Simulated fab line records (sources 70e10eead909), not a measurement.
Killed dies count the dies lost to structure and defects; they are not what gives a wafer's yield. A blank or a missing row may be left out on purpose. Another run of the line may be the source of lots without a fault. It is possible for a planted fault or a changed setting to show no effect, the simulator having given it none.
Code-filled problem report in 8D (eight disciplines) form | flow nand harc | the parts of the form that need people (team, actions taken, sign-off) are left out

## 1. PROBLEM STATEMENT
At NHARC_END_SORT_01, killed at periphery averages 649.7 over 3 wafers from 2 lots, while fault-free wafers read 3.6, standard deviation 2.8. That is +99 or more standard deviations from the usual mean.
First observed at day 23 09:22: wafer L808.1, on prober-02. The record has a number at this step for 5 wafers belonging to 2 lots. By rule, "out" or "out of limits" means more than 4 standard deviations away from the usual mean. The other wafers with a number count as sound.

## 2. WHAT IT IS AND WHAT IT IS NOT
question                    | is                               | is not
which readings at this step | killed at periphery, killed dies | killed at array, killed at other, killed open, killed short
which lots                  | L808, L812                       | -
which wafers of those lots  | L808.1, L812.1, L812.3           | L808.4, L808.6
read on which gauges        | prober-01, prober-02             | -
when                        | from day 23 09:22                | up to then (0 sound wafers); but 2 sound wafers of L808 came after

## 3. THE SUSPECTS, EACH WITH WHAT RULES IT OUT
Counting: any tool at a process step up to the reading remains a suspect provided it ran every lot that is out. Sound lots after the first of them don't rule it out here, since some wafers of a struck lot are sound.
- the gauge at NHARC_END_SORT_01 is ruled out. 2 gauges (prober-01, prober-02) read the wafers that are out.
- litho track-05 at NHARC_P_GATE_DEVELOP_45 (time 70 s): kept. It ran every lot that is out, first L808 (day 8 09:00).
- rie diel-05 at NHARC_A_BONDPAD_STRIP_15 (strips in O2): kept. It ran every lot that is out and that the record shows at this step, first L808 (day 22 02:22). The record shows only 1 of the 2 lots at this step.
- rie diel-03 at NHARC_HYBRID_BOND_ACTIVATE_00 (chemistry N2, time 60 s): kept. It ran every lot that is out and that the record shows at this step, first L808 (day 22 04:35). The record shows only 1 of the 2 lots at this step.
- plasma asher-01 at NHARC_THIN_TSV_STRIP_62 (strips in N2/H2, time 20 s): kept. It ran every lot that is out and that the record shows at this step, first L808 (day 22 21:16). The record shows only 1 of the 2 lots at this step.
Left after counting: litho track-05 at NHARC_P_GATE_DEVELOP_45, rie diel-05 at NHARC_A_BONDPAD_STRIP_15, rie diel-03 at NHARC_HYBRID_BOND_ACTIVATE_00, plasma asher-01 at NHARC_THIN_TSV_STRIP_62.

## 4. THE CAUSE (what the simulator had put in)
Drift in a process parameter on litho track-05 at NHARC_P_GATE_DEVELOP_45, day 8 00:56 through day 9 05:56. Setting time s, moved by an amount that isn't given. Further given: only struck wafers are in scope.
4 suspects survive the count, and this tool is in that group.

## 5. THE CHAIN OF EFFECTS, in route order
Rows list readings where the struck wafers' mean (over those with a number) sits beyond 3 standard deviations from the usual. Only readings for which the record gives a usual standard deviation are gone through. hours: the time from each lot's start at the first step in this table that gives one to its start at this step, as a median over the lots. sigmas: the change in usual standard deviations.
hours | step              | reading             | usual | on struck wafers | change | sigmas
0     | NHARC_END_SORT_01 | killed at periphery | 3.6   | 649.7            | +646.1 | +99 or more
0     | NHARC_END_SORT_01 | killed dies         | 30    | 677              | +647   | +70

## 6. HOW IT WOULD HAVE BEEN CAUGHT EARLIER
368 hours passed between the start of the fault at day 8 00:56 and the first reading out of limits at a measuring or inspecting step in this record, taken at day 23 09:22.
Tool readings at NHARC_P_GATE_DEVELOP_45 with a usual standard deviation given in the record: none out on any struck wafer, hence no alarm at a limit of 4 standard deviations on them.
All the lots that are out (2) had begun NHARC_P_GATE_DEVELOP_45 on litho track-05 by day 23 09:22. Holding the tool at that point would not have protected any of them.
